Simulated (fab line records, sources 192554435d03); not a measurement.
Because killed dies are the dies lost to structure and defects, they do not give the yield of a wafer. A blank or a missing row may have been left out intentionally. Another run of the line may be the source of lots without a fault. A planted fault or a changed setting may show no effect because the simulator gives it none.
8D (eight disciplines) problem report, filled in by code || flow n5Finfet || the parts of the form that need people (team, actions taken, sign-off) are left out

== 1. PROBLEM STATEMENT ==
Wafers without a fault read 74.96 W, standard deviation 0.22; biasW at N5_BEOL_M7_ETCH_41 reads a mean of 94.97 W on 3 wafers belonging to 2 lots. Relative to the usual mean, that is a shift of +91 standard deviations.
The step: etches SiCN in CH3F/O2, target depth 31.9 nm, time 57.8 s.
First seen on wafer L274.4, day 11 17:47, on rieDiel-02. Wafers with a number at this step in the record: 33, from 11 lots. The rule behind "out" and "out of limits": a value lying over 4 standard deviations away from the usual mean. All remaining wafers that have a number are taken as sound.

== 2. WHAT IT IS AND WHAT IT IS NOT ==
{"question": "which readings at this step", "is": "biasW, rfVppV", "is not": "drypumpMotorCurrentA, oesProductAu, showerheadPlenumPTorr, throttleValvePct"}
{"question": "which lots", "is": "L274, L277", "is not": "L264, L266, L267, L268, L269, L279, L280, L281, L283"}
{"question": "which wafers of those lots", "is": "L274.4, L274.5, L277.5", "is not": "L274.3, L277.1, L277.4"}
{"question": "read on which tools", "is": "rieDiel-02", "is not": "rieDiel-03, rieDiel-05"}
{"question": "when", "is": "from day 11 17:47", "is not": "up to then (16 sound wafers); but 14 sound wafers of L277, L279, L280, L281, L283 came after"}

== 3. WHAT RULES OUT EACH SUSPECT ==
Counting: a tool at a process step up to the reading stays a suspect if it ran every lot that is out. Sound lots after the first of them don't rule it out here, since some wafers of a struck lot are sound.
- rieDiel-03 at N5_BEOL_M7_STRIP_19 (strips in O2): kept. It processed each lot that is out (first: L274, day 11 14:06); up to then, its last sound lot is L268 (day 9 23:02).
- rieDiel-02 at N5_BEOL_M7_ETCH_41 (etches SiCN in CH3F/O2, target depth 31.9 nm, time 57.8 s): kept. It processed each lot that is out (first: L274, day 11 17:47); up to then, its last sound lot is L269 (day 10 07:54). Its own biasW, rfVppV readings are out on those wafers.
- At N5_BEOL_M7_ETCH_41, inside rieDiel-02: chamber 3 took the wafers that are out, while their sound lot-mates went through chambers 0, 2.
The count leaves rieDiel-02 at N5_BEOL_M7_ETCH_41 and rieDiel-03 at N5_BEOL_M7_STRIP_19.

== 4. THE CAUSE (what the simulator had put in) ==
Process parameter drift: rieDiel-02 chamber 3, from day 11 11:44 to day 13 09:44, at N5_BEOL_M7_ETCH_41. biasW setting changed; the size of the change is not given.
Counting left 2 suspects, and this tool is among them.

== 5. SEQUENCE OF EFFECTS, ordered by route ==
Each row: a reading whose mean over the struck wafers that have a number lies more than 3 standard deviations from the usual. Readings are gone through only where the record gives a usual standard deviation; hours: the median, over the lots, of the time from a lot's start at the first step in this table giving one to that lot's start at this step; sigmas: the change measured in usual standard deviations.
{"hours": 0, "step": "N5_BEOL_M7_ETCH_41", "reading": "biasW", "usual": "74.96 W", "on struck wafers": 94.97, "change": "+20.01", "sigmas": "+91"}
{"hours": 0, "step": "N5_BEOL_M7_ETCH_41", "reading": "rfVppV", "usual": "297.2 V", "on struck wafers": 345.3, "change": "+48.1", "sigmas": "+34"}
The process steps in it:
- N5_BEOL_M7_ETCH_41: etches SiCN in CH3F/O2, target depth 31.9 nm, time 57.8 s.

== 6. HOW IT WOULD HAVE BEEN CAUGHT EARLIER ==
In this record no reading fell out of limits until day 11 17:47, 6 hours after the fault had begun at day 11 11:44.
